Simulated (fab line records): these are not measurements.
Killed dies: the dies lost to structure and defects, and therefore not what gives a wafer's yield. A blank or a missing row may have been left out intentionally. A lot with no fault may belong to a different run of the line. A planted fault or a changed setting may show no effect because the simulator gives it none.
Problem report, 8D (eight disciplines) form, completed by code | flow n5-finfet | the parts of the form that need people (team, actions taken, sign-off) are left out

1. WHAT WENT WRONG
At N5_BEOL_M4_COAT_68, spin-speed-rpm averages 1287.2 rpm over 6 wafers from 2 lots, while fault-free wafers read 1500.0 rpm, standard deviation 0.92. That is -99 or more standard deviations from the usual mean.
The step: time 60 s, resist thk 12 nm.
The first sign was on wafer L261.1 at day 9 03:08, on litho-track-05. The record has a number at this step for 12 wafers belonging to 4 lots. Rule for "out" (also "out of limits"): further than 4 standard deviations from the usual mean. The rest of the wafers with a number are treated as sound.

2. WHAT IT IS, WHAT IT ISN'T
question                    | is                     | is not
which readings at this step | spin-speed-rpm         | -
which lots                  | L261, L266             | L256, L271
which wafers of those lots  | all that have a number | -
read on which tools         | litho-track-05         | litho-track-04
when                        | from day 9 03:08       | up to then (3 sound wafers); but 3 sound wafers of L271 came after

3. SUSPECTS, AND WHAT RULES EACH OUT
Counting: any tool at a process step up to the reading is kept as a suspect provided that every lot that is out went through it and no sound lot did after the first of them.
- litho-track-05 at N5_BEOL_M4_COAT_68 (time 60 s, resist thk 12 nm): kept. All lots that are out passed through it, beginning with L261 at day 9 03:08, and no sound lot followed; its final sound lot before that point was L256 at day 7 23:02. Its own readings are out on those wafers: spin-speed-rpm.
After counting, what remains is litho-track-05 at N5_BEOL_M4_COAT_68.

4. THE CAUSE (what the simulator had put in)
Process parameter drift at N5_BEOL_M4_COAT_68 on litho-track-05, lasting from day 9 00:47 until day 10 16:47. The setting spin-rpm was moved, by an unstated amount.
This tool alone remained once counting was done.

5. SEQUENCE OF EFFECTS, ordered by route
Each row: a reading where the mean over the struck wafers with a number is more than 3 standard deviations away from the usual. Readings are gone through only where the record gives a usual standard deviation; hours: the median, over the lots, of the time from a lot's start at the first step in this table giving one to that lot's start at this step; sigmas: the change measured in usual standard deviations.
hours | step               | reading        | usual      | on struck wafers | change | sigmas
0     | N5_BEOL_M4_COAT_68 | spin-speed-rpm | 1500.0 rpm | 1287.2           | -212.8 | -99 or more
Process steps it contains:
- N5_BEOL_M4_COAT_68: time 60 s, resist thk 12 nm.
Later measuring or inspecting steps at which every struck wafer that the step has a row for has a number for every such reading, and none has moved that far: N5_BEOL_M4_RC_MEAS_101.

6. WHAT WOULD HAVE CAUGHT IT SOONER
First out-of-limits reading in this record: day 9 03:08, which is 2 hours after fault onset at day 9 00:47.
